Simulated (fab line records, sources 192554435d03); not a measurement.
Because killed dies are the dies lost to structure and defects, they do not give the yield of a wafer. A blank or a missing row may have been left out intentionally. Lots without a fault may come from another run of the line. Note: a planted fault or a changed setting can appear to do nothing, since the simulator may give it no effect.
Chamber matching / flow n5_finfet / N5_BEOL_M3_ETCH_70 on rie_diel-03 has 4 sister chambers
The step etches SOC in N2/H2, target depth 80 nm, overetch 16 nm, time 120 s. 4 wafers are shown with their chamber, then 8 later ones without.

## EACH WAFER AND ITS CHAMBER
wafer=L083.1; chamber=3; drypump_motor_current_A (A)=5.4
wafer=L086.3; chamber=0; drypump_motor_current_A (A)=5.6
wafer=L086.4; chamber=1; drypump_motor_current_A (A)=4.9
wafer=L087.3; chamber=2; drypump_motor_current_A (A)=6.6

## WAFERS WHOSE CHAMBER IS MISSING
wafer=L087.4; drypump_motor_current_A (A)=4.9
wafer=L087.6; drypump_motor_current_A (A)=5.6
wafer=L089.4; drypump_motor_current_A (A)=6.6
wafer=L089.5; drypump_motor_current_A (A)=5.4
wafer=L089.6; drypump_motor_current_A (A)=5.6
wafer=L093.2; drypump_motor_current_A (A)=5.4
wafer=L093.4; drypump_motor_current_A (A)=5.6
wafer=L093.6; drypump_motor_current_A (A)=5.7

## THE CHAMBER EACH PASSED THROUGH
wafer=L087.4; from the rows above=1; in truth=1
wafer=L087.6; from the rows above=0; in truth=0
wafer=L089.4; from the rows above=2; in truth=2
wafer=L089.5; from the rows above=3; in truth=3
wafer=L089.6; from the rows above=0; in truth=0
wafer=L093.2; from the rows above=3; in truth=3
wafer=L093.4; from the rows above=0; in truth=0
wafer=L093.6; from the rows above=0; in truth=0
Correct placement for 8 of the 8. Not placeable from these rows: 0. Placed wrongly: 0.
How it was worked out, from the rows above alone: a wafer's distance from a chamber is the root of the sum, over the readings, of the square of ((its reading less the chamber's mean) divided by the reading's scatter). The wafer belongs to the nearest chamber; if the next one is less than 2 further off, it can't be placed. The mean given for a chamber averages the wafers shown for that chamber. The scatter: with one shown wafer a chamber, the root of the mean of the squares of how far each hidden wafer lies from its nearest shown one.
